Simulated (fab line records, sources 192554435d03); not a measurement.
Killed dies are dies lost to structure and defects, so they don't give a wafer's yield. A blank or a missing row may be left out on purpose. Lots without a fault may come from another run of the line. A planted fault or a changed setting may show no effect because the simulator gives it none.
Split-lot experiment | flow n5_finfet | 7 lots, 21 wafers read, on a route of 1938 steps

THE SPLIT
At N5_BEOL_M9_ETCH_66 (etches SOC in N2/H2, target depth 80 nm, overetch 16 nm, time 120 s), the setting time_s was moved away from the recipe's 120 s on 7 of the 21 wafers read, by -19.9% to +15.9%. The other wafers ran this setting at the recipe's value.

The reading is taken at the split's own step.

THE READING
SiARC_of_BEOL_M9_COAT_64.thk_nm (the simulator's own value, which no gauge read), in nm, at N5_BEOL_M9_ETCH_66 (etches SOC in N2/H2, target depth 80 nm, overetch 16 nm, time 120 s). The file gives no usual value for it. The 14 wafers here that ran the recipe average 6.3 nm, standard deviation 0.18 nm.

wafer  | tool, chamber at the split | time_s as run, s | against the recipe | SiARC_of_BEOL_M9_COAT_64.thk_nm, nm | against lot-mates on the recipe
L078.1 | rie_diel-04, 3             | 135.3            | +12.8%             | 5.6                                 | -0.8
L078.5 | rie_diel-04, 3             | 135.3            | +12.8%             | 5.6                                 | -0.8
L078.2 | rie_diel-04, 0             | 120              | recipe             | 6.4                                 | -
L083.1 | rie_diel-04, 1,3,3         | 120              | recipe             | 6.2                                 | -
L083.4 | rie_diel-04, 1,3,3         | 120              | recipe             | 6.2                                 | -
L083.6 | rie_diel-04, 1,3,3         | 120              | recipe             | 6.2                                 | -
L084.1 | rie_diel-04, 2             | 120              | recipe             | 6.6                                 | -
L084.6 | rie_diel-04, 2             | 120              | recipe             | 6.6                                 | -
L084.3 | rie_diel-04, 1             | 120              | recipe             | 6.2                                 | -
L085.4 | rie_diel-04, 2             | 96.09            | -19.9%             | 7.6                                 | +1.4
L085.5 | rie_diel-04, 3             | 96.09            | -19.9%             | 7.4                                 | +1.2
L085.6 | rie_diel-04, 0             | 120              | recipe             | 6.2                                 | -
L093.1 | rie_diel-01, 1             | 139.1            | +15.9%             | 5.4                                 | -1.0
L093.4 | rie_diel-01, 0             | 120              | recipe             | 6.4                                 | -
L093.5 | rie_diel-01, 3             | 139.1            | +15.9%             | 6                                   | -0.4
L094.1 | rie_diel-04, 3             | 120              | recipe             | 6                                   | -
L094.2 | rie_diel-04, 0             | 120              | recipe             | 6.4                                 | -
L094.3 | rie_diel-04, 1             | 120              | recipe             | 6.2                                 | -
L097.2 | rie_diel-01, 0             | 120              | recipe             | 6.4                                 | -
L097.3 | rie_diel-01, 3             | 110.4            | -8.0%              | 7                                   | +0.5
L097.4 | rie_diel-01, 2             | 120              | recipe             | 6.6                                 | -
Where a row lists several chambers, the file gives one row for several wafers and doesn't say which wafer went through which chamber.

THE FIT
A straight line over all 21 wafers: SiARC_of_BEOL_M9_COAT_64.thk_nm changes by -0.0539 nm for each +1% of time_s; r = -0.93; the points scatter about the line by 0.21 nm.
The same after taking each lot's own level away (the mean of its wafers on the recipe; 21 wafers): -0.0585 nm for each +1%; r = -0.96; scatter 0.17 nm.
On that fit, the largest move of time_s shifts the reading by 1.2 nm.
The lots' own levels span 6.20 to 6.50 nm, that is 1.7 times the standard deviation above.
So the lot-to-lot level changes the slope little: the two slopes agree.
Check: with one of the wafers moved furthest among these (-19.9%) left out of the fit, the line predicts +1.11 nm for it against its lot-mates. It came out at +1.4 nm against them.

OTHER SPLITS ON THESE WAFERS
These wafers also went through other splits before the reading. Each is held against what the fit with the lots' levels taken away leaves over:
other split on the same wafers | wafers away from the commonest value | r with SiARC_of_BEOL_M9_COAT_64.thk_nm (lot level and that fit taken away)
N5_BEOL_M9_COAT_60 spin_rpm    | 13                                   | +0.06

THE FILE'S OWN FIT
SiARC_of_BEOL_M9_COAT_64.thk_nm changes by -0.0584 nm for each +1% of time_s, r = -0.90.
